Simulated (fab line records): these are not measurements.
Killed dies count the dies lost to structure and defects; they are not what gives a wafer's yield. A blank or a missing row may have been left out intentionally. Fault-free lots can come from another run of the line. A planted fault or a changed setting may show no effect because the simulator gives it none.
Which tool is to blame? :: flow nandHarc :: 24 lots, 72 wafers sampled, at 5 steps of a route of 1302

WHAT EACH GAUGE READ, for each wafer
NHARC_A_M1_INSPECT_11.
lot: L077
measured: day 23 18:55
on: defectInspect-01
rawDefectCount: 70 73 73

lot: L074
measured: day 23 21:29
on: defectInspect-02
rawDefectCount: 84 100 104

lot: L075
measured: day 24 04:57
on: defectInspect-02
rawDefectCount: 62 72 76

lot: L076
measured: day 24 09:46
on: defectInspect-02
rawDefectCount: 111 91 109

lot: L078
measured: day 25 02:01
on: defectInspect-01
rawDefectCount: 57 49 74

lot: L079
measured: day 25 05:47
on: defectInspect-02
rawDefectCount: 131 133 121

lot: L081
measured: day 25 12:31
on: defectInspect-02
rawDefectCount: 68 84 75

lot: L080
measured: day 25 15:13
on: defectInspect-02
rawDefectCount: 93 112 104

lot: L082
measured: day 26 17:53
on: defectInspect-01
rawDefectCount: 82 94 71

lot: L083
measured: day 27 09:43
on: defectInspect-02
rawDefectCount: 49 66 49

lot: L084
measured: day 27 10:25
on: defectInspect-01
rawDefectCount: 88 71 78

lot: L085
measured: day 27 16:18
on: defectInspect-02
rawDefectCount: 13 13 17

lot: L086
measured: day 27 21:27
on: defectInspect-02
rawDefectCount: 72 62 74

lot: L087
measured: day 28 02:20
on: defectInspect-02
rawDefectCount: 77 68 56

lot: L089
measured: day 28 22:15
on: defectInspect-02
rawDefectCount: 121 114 114

lot: L088
measured: day 28 23:44
on: defectInspect-02
rawDefectCount: 103 95 92

lot: L090
measured: day 30 10:40
on: defectInspect-02
rawDefectCount: 101 99 132

lot: L092
measured: day 30 18:08
on: defectInspect-01
rawDefectCount: 149 143 156

lot: L091
measured: day 30 19:51
on: defectInspect-02
rawDefectCount: 39 41 29

lot: L093
measured: day 30 22:29
on: defectInspect-02
rawDefectCount: 68 79 73

lot: L094
measured: day 31 02:55
on: defectInspect-02
rawDefectCount: 92 69 87

lot: L095
measured: day 32 03:20
on: defectInspect-02
rawDefectCount: 48 45 27

lot: L097
measured: day 32 15:13
on: defectInspect-01
rawDefectCount: 136 158 141

lot: L096
measured: day 33 03:00
on: defectInspect-01
rawDefectCount: 99 94 87

NHARC_A_BONDPAD_CD_MEAS_13.
lot: L077
measured: day 24 00:48
on: cdSem-03
cdNm (nm): 499.3 501.1 498.9

lot: L074
measured: day 24 02:58
on: cdSem-01
cdNm (nm): 500.9 500.0 501.2

lot: L075
measured: day 24 10:13
on: cdSem-03
cdNm (nm): 500.9 502.2 500.5

lot: L076
measured: day 24 14:52
on: cdSem-03
cdNm (nm): 495.9 498.8 498.5

lot: L078
measured: day 25 07:07
on: cdSem-03
cdNm (nm): 498.6 497.2 500.2

lot: L079
measured: day 25 10:53
on: cdSem-03
cdNm (nm): 498.5 501.1 499.1

lot: L081
measured: day 25 17:44
on: cdSem-03
cdNm (nm): 498.8 499.9 500.3

lot: L080
measured: day 25 20:22
on: cdSem-03
cdNm (nm): 501.9 497.4 502.9

lot: L082
measured: day 26 23:16
on: cdSem-03
cdNm (nm): 504.6 501.3 498.2

lot: L083
measured: day 27 15:08
on: cdSem-02
cdNm (nm): 499.0 497.7 497.9

lot: L084
measured: day 27 15:29
on: cdSem-01
cdNm (nm): 500.1 503.0 500.3

lot: L085
measured: day 27 21:24
on: cdSem-01
cdNm (nm): 501.1 499.4 499.3

lot: L086
measured: day 28 02:27
on: cdSem-01
cdNm (nm): 500.6 503.4 497.8

lot: L087
measured: day 28 07:37
on: cdSem-01
cdNm (nm): 497.8 495.9 498.6

lot: L089
measured: day 29 03:23
on: cdSem-02
cdNm (nm): 500.9 499.9 500.4

lot: L088
measured: day 29 04:50
on: cdSem-01
cdNm (nm): 499.0 499.2 498.5

lot: L090
measured: day 30 15:37
on: cdSem-03
cdNm (nm): 496.8 498.7 501.2

lot: L092
measured: day 30 23:13
on: cdSem-02
cdNm (nm): 501.5 498.7 501.0

lot: L091
measured: day 31 00:59
on: cdSem-02
cdNm (nm): 500.7 499.2 500.5

lot: L093
measured: day 31 03:26
on: cdSem-02
cdNm (nm): 500.9 497.9 499.9

lot: L094
measured: day 31 13:48
on: cdSem-01
cdNm (nm): 497.1 498.9 499.6

lot: L095
measured: day 32 08:28
on: cdSem-01
cdNm (nm): 498.5 497.8 499.6

lot: L097
measured: day 32 20:20
on: cdSem-03
cdNm (nm): 499.3 500.5 499.9

lot: L096
measured: day 33 08:20
on: cdSem-03
cdNm (nm): 496.8 496.8 497.0

EACH LOT AND THE TOOL THAT RAN IT (in order: tool; ch and the chambers of the sampled wafers; start)
lot: L077
NHARC_A_M0_PRE_CLEAN_31: pecvd-02 ch 0,1, day 23 17:27
NHARC_A_BONDPAD_DEP_00: pecvd-02 ch 0,1, day 23 23:11
NHARC_A_BONDPAD_CMP_29: cmp-04 ch 0,1,2, day 23 23:34

lot: L074
NHARC_A_M0_PRE_CLEAN_31: pecvd-02 ch 1, day 23 19:53
NHARC_A_BONDPAD_DEP_00: pecvd-01 ch 1,2, day 24 01:05
NHARC_A_BONDPAD_CMP_29: cmp-02 ch 0,2,3, day 24 01:35

lot: L075
NHARC_A_M0_PRE_CLEAN_31: pecvd-02 ch 0,1, day 24 03:20
NHARC_A_BONDPAD_DEP_00: pecvd-04 ch 0,1,2, day 24 08:31
NHARC_A_BONDPAD_CMP_29: cmp-02 ch 2,3, day 24 08:53

lot: L076
NHARC_A_M0_PRE_CLEAN_31: pecvd-02 ch 0,1, day 24 08:10
NHARC_A_BONDPAD_DEP_00: pecvd-01 ch 1,2, day 24 13:07
NHARC_A_BONDPAD_CMP_29: cmp-04 ch 1,3, day 24 13:32

lot: L078
NHARC_A_M0_PRE_CLEAN_31: pecvd-02 ch 1,2, day 25 00:34
NHARC_A_BONDPAD_DEP_00: pecvd-02 ch 0,1,2, day 25 05:46 or earlier
NHARC_A_BONDPAD_CMP_29: cmp-01 ch 2,3, day 25 05:46

lot: L079
NHARC_A_M0_PRE_CLEAN_31: pecvd-04 ch 1,2, day 25 04:22
NHARC_A_BONDPAD_DEP_00: pecvd-04 ch 0,2, day 25 09:35 or earlier
NHARC_A_BONDPAD_CMP_29: cmp-04 ch 0,1,2, day 25 09:35

lot: L081
NHARC_A_M0_PRE_CLEAN_31: pecvd-02 ch 0,1, day 25 11:04
NHARC_A_BONDPAD_DEP_00: pecvd-01 ch 0,1, day 25 16:01
NHARC_A_BONDPAD_CMP_29: cmp-01 ch 0,1, day 25 16:22

lot: L080
NHARC_A_M0_PRE_CLEAN_31: pecvd-04 ch 0,1,2, day 25 13:49
NHARC_A_BONDPAD_DEP_00: pecvd-01 ch 0,1,2, day 25 18:44
NHARC_A_BONDPAD_CMP_29: cmp-04 ch 0,1,2, day 25 19:04

lot: L082
NHARC_A_M0_PRE_CLEAN_31: pecvd-04 ch 1,2, day 26 16:26
NHARC_A_BONDPAD_DEP_00: pecvd-02 ch 0,1, day 26 21:31
NHARC_A_BONDPAD_CMP_29: cmp-02 ch 0,1,3, day 26 21:55

lot: L083
NHARC_A_M0_PRE_CLEAN_31: pecvd-02 ch 0,1,2, day 27 08:17
NHARC_A_BONDPAD_DEP_00: pecvd-01 ch 0,1,2, day 27 13:02
NHARC_A_BONDPAD_CMP_29: cmp-02 ch 0,1,3, day 27 13:26

lot: L084
NHARC_A_M0_PRE_CLEAN_31: pecvd-03 ch 1,2, day 27 08:49
NHARC_A_BONDPAD_DEP_00: pecvd-01 ch 1,2, day 27 13:44
NHARC_A_BONDPAD_CMP_29: cmp-04 ch 0,3, day 27 14:09

lot: L085
NHARC_A_M0_PRE_CLEAN_31: pecvd-03 ch 0,1, day 27 14:52
NHARC_A_BONDPAD_DEP_00: pecvd-02 ch 0,1, day 27 20:04 or earlier
NHARC_A_BONDPAD_CMP_29: cmp-04 ch 0,1,3, day 27 20:04

lot: L086
NHARC_A_M0_PRE_CLEAN_31: pecvd-03 ch 0,2, day 27 20:07
NHARC_A_BONDPAD_DEP_00: pecvd-04 ch 0,1,2, day 28 00:49
NHARC_A_BONDPAD_CMP_29: cmp-02 ch 1,3, day 28 01:13

lot: L087
NHARC_A_M0_PRE_CLEAN_31: pecvd-03 ch 0,1, day 28 01:01
NHARC_A_BONDPAD_DEP_00: pecvd-02 ch 0,1,2, day 28 05:57
NHARC_A_BONDPAD_CMP_29: cmp-01 ch 2,3, day 28 06:16

lot: L089
NHARC_A_M0_PRE_CLEAN_31: pecvd-02 ch 0,1,2, day 28 20:57
NHARC_A_BONDPAD_DEP_00: pecvd-02 ch 0,1,2, day 29 01:52
NHARC_A_BONDPAD_CMP_29: cmp-02 ch 1,3, day 29 02:12

lot: L088
NHARC_A_M0_PRE_CLEAN_31: pecvd-04 ch 0,1,2, day 28 22:17
NHARC_A_BONDPAD_DEP_00: pecvd-02 ch 0,1, day 29 03:05
NHARC_A_BONDPAD_CMP_29: cmp-04 ch 1,2, day 29 03:31

lot: L090
NHARC_A_M0_PRE_CLEAN_31: pecvd-02 ch 0,1, day 30 09:22
NHARC_A_BONDPAD_DEP_00: pecvd-01 ch 1,2, day 30 13:59
NHARC_A_BONDPAD_CMP_29: cmp-02 ch 0,2,3, day 30 14:25

lot: L092
NHARC_A_M0_PRE_CLEAN_31: pecvd-03 ch 0,1,2, day 30 16:43
NHARC_A_BONDPAD_DEP_00: pecvd-02 ch 0,1,2, day 30 21:28
NHARC_A_BONDPAD_CMP_29: cmp-02 ch 0,2,3, day 30 21:53

lot: L091
NHARC_A_M0_PRE_CLEAN_31: pecvd-03 ch 0,1,2, day 30 18:30
NHARC_A_BONDPAD_DEP_00: pecvd-01 ch 0,1,2, day 30 23:14
NHARC_A_BONDPAD_CMP_29: cmp-04 ch 0,2,3, day 30 23:38

lot: L093
NHARC_A_M0_PRE_CLEAN_31: pecvd-02 ch 0,2, day 30 21:02
NHARC_A_BONDPAD_DEP_00: pecvd-01 ch 1,2, day 31 01:49
NHARC_A_BONDPAD_CMP_29: cmp-01 ch 0,1,3, day 31 02:14

lot: L094
NHARC_A_M0_PRE_CLEAN_31: pecvd-03 ch 0,2, day 31 01:31
NHARC_A_BONDPAD_DEP_00: pecvd-01 ch 1,2, day 31 06:16
NHARC_A_BONDPAD_CMP_29: cmp-01 ch 0,1, day 31 06:40

lot: L095
NHARC_A_M0_PRE_CLEAN_31: pecvd-02 ch 0,1, day 32 01:54
NHARC_A_BONDPAD_DEP_00: pecvd-02 ch 0,2, day 32 07:08 or earlier
NHARC_A_BONDPAD_CMP_29: cmp-02 ch 0,1,2, day 32 07:08

lot: L097
NHARC_A_M0_PRE_CLEAN_31: pecvd-04 ch 1,2, day 32 13:46
NHARC_A_BONDPAD_DEP_00: pecvd-01 ch 0,2, day 32 18:39
NHARC_A_BONDPAD_CMP_29: cmp-01 ch 2,3, day 32 18:58

lot: L096
NHARC_A_M0_PRE_CLEAN_31: pecvd-02 ch 1,2, day 33 01:25
NHARC_A_BONDPAD_DEP_00: pecvd-01 ch 0,2, day 33 06:32
NHARC_A_BONDPAD_CMP_29: cmp-02 ch 0,1,2, day 33 06:59
- NHARC_A_M0_PRE_CLEAN_31: time 12 s.
- NHARC_A_BONDPAD_DEP_00: deposits SiCN, target thk 250 nm.
- NHARC_A_BONDPAD_CMP_29: polishes SiCN, target thk 200 nm.

AS READ BY THE TOOLS THEMSELVES (means over the sampled wafers that have a number; for cases with no such wafer, the mark the record gives instead)
NHARC_A_M0_PRE_CLEAN_31.
lot: L077
tool: pecvd-02
heaterPowerW (W): 629

lot: L074
tool: pecvd-02
heaterPowerW (W): 595

lot: L075
tool: pecvd-02
heaterPowerW (W): 549

lot: L076
tool: pecvd-02
heaterPowerW (W): 584

lot: L078
tool: pecvd-02
heaterPowerW (W): 618

lot: L079
tool: pecvd-04
heaterPowerW (W): 549

lot: L081
tool: pecvd-02
heaterPowerW (W): 578

lot: L080
tool: pecvd-04
heaterPowerW (W): 602

lot: L082
tool: pecvd-04
heaterPowerW (W): 559

lot: L083
tool: pecvd-02
heaterPowerW (W): 617

lot: L084
tool: pecvd-03
heaterPowerW (W): 632

lot: L085
tool: pecvd-03
heaterPowerW (W): 538

lot: L086
tool: pecvd-03
heaterPowerW (W): 674

lot: L087
tool: pecvd-03
heaterPowerW (W): 557

lot: L089
tool: pecvd-02
heaterPowerW (W): 617

lot: L088
tool: pecvd-04
heaterPowerW (W): 592

lot: L090
tool: pecvd-02
heaterPowerW (W): 604

lot: L092
tool: pecvd-03
heaterPowerW (W): 586

lot: L091
tool: pecvd-03
heaterPowerW (W): 610

lot: L093
tool: pecvd-02
heaterPowerW (W): 551

lot: L094
tool: pecvd-03
heaterPowerW (W): 630

lot: L095
tool: pecvd-02
heaterPowerW (W): 620

lot: L097
tool: pecvd-04
heaterPowerW (W): 586

lot: L096
tool: pecvd-02
heaterPowerW (W): 614

NHARC_A_BONDPAD_DEP_00.
lot: L077
tool: pecvd-02
chamberPressureTorr (Torr): 3.004
heaterPowerW (W): 533

lot: L074
tool: pecvd-01
chamberPressureTorr (Torr): 3.004
heaterPowerW (W): 547

lot: L075
tool: pecvd-04
chamberPressureTorr (Torr): 2.999
heaterPowerW (W): 522

lot: L076
tool: pecvd-01
chamberPressureTorr (Torr): 2.996
heaterPowerW (W): 563

lot: L078
tool: pecvd-02
chamberPressureTorr (Torr): 3.001
heaterPowerW (W): 513

lot: L079
tool: pecvd-04
chamberPressureTorr (Torr): 2.991
heaterPowerW (W): 614

lot: L081
tool: pecvd-01
chamberPressureTorr (Torr): 3.002
heaterPowerW (W): 636

lot: L080
tool: pecvd-01
chamberPressureTorr (Torr): 2.997
heaterPowerW (W): 597

lot: L082
tool: pecvd-02
chamberPressureTorr (Torr): 2.999
heaterPowerW (W): 495

lot: L083
tool: pecvd-01
chamberPressureTorr (Torr): 3.001
heaterPowerW (W): 593

lot: L084
tool: pecvd-01
chamberPressureTorr (Torr): 3.004
heaterPowerW (W): 561

lot: L085
tool: pecvd-02
chamberPressureTorr (Torr): 3.003
heaterPowerW (W): 548

lot: L086
tool: pecvd-04
chamberPressureTorr (Torr): 3.003
heaterPowerW (W): 569

lot: L087
tool: pecvd-02
chamberPressureTorr (Torr): 3.007
heaterPowerW (W): 525

lot: L089
tool: pecvd-02
chamberPressureTorr (Torr): 3.002
heaterPowerW (W): 524

lot: L088
tool: pecvd-02
chamberPressureTorr (Torr): 3.013
heaterPowerW (W): 548

lot: L090
tool: pecvd-01
chamberPressureTorr (Torr): 3.010
heaterPowerW (W): 582

lot: L092
tool: pecvd-02
chamberPressureTorr (Torr): 2.998
heaterPowerW (W): 518

lot: L091
tool: pecvd-01
chamberPressureTorr (Torr): 3.002
heaterPowerW (W): 593

lot: L093
tool: pecvd-01
chamberPressureTorr (Torr): 2.997
heaterPowerW (W): 577

lot: L094
tool: pecvd-01
chamberPressureTorr (Torr): 3.003
heaterPowerW (W): 590

lot: L095
tool: pecvd-02
chamberPressureTorr (Torr): 3.006
heaterPowerW (W): 514

lot: L097
tool: pecvd-01
chamberPressureTorr (Torr): 3.002
heaterPowerW (W): 590

lot: L096
tool: pecvd-01
chamberPressureTorr (Torr): 2.997
heaterPowerW (W): 625

NHARC_A_BONDPAD_CMP_29.
lot: L077
tool: cmp-04
motorCurrentA (A): 13.2

lot: L074
tool: cmp-02
motorCurrentA (A): 11.1

lot: L075
tool: cmp-02
motorCurrentA (A): 11.6

lot: L076
tool: cmp-04
motorCurrentA (A): 13.2

lot: L078
tool: cmp-01
motorCurrentA (A): 12.6

lot: L079
tool: cmp-04
motorCurrentA (A): 12.8

lot: L081
tool: cmp-01
motorCurrentA (A): 13.1

lot: L080
tool: cmp-04
motorCurrentA (A): 12.7

lot: L082
tool: cmp-02
motorCurrentA (A): 11.5

lot: L083
tool: cmp-02
motorCurrentA (A): 11.3

lot: L084
tool: cmp-04
motorCurrentA (A): 12.6

lot: L085
tool: cmp-04
motorCurrentA (A): 12.4

lot: L086
tool: cmp-02
motorCurrentA (A): 11.7

lot: L087
tool: cmp-01
motorCurrentA (A): 12.3

lot: L089
tool: cmp-02
motorCurrentA (A): 11.5

lot: L088
tool: cmp-04
motorCurrentA (A): 13.4

lot: L090
tool: cmp-02
motorCurrentA (A): 11.0

lot: L092
tool: cmp-02
motorCurrentA (A): 11.2

lot: L091
tool: cmp-04
motorCurrentA (A): 13.0

lot: L093
tool: cmp-01
motorCurrentA (A): 12.6

lot: L094
tool: cmp-01
motorCurrentA (A): 13.3

lot: L095
tool: cmp-02
motorCurrentA (A): 11.0

lot: L097
tool: cmp-01
motorCurrentA (A): 11.7

lot: L096
tool: cmp-02
motorCurrentA (A): 11.2

THE ANSWER, worked out from the rows above alone
Rule: usual is defined by the lots themselves. The widest of any qualifying gaps counts: lots, ordered by their means at a reading, are off when they make up no more than a third of the lots, leave a main group of 4 or more, and stand apart from it by 3 or more times the standard deviation of that group's means. A main group is skipped when, at the precision printed for the reading in the tables above, its means are all equal. Also off: a lot with no number at a reading for which 4 or more lots have one. The other lots that the step has rows for count as sound. The gauges are gone through in route order, then the tools' own readings, and for those a lot's mean is taken as printed above. At the first step where some lot is off, the reading lying furthest off is the one used; lots without a number count as furthest.
No lot is off on any of the readings shown, so nothing can be concluded from this.

WHAT THE SIMULATOR HAD PUT IN
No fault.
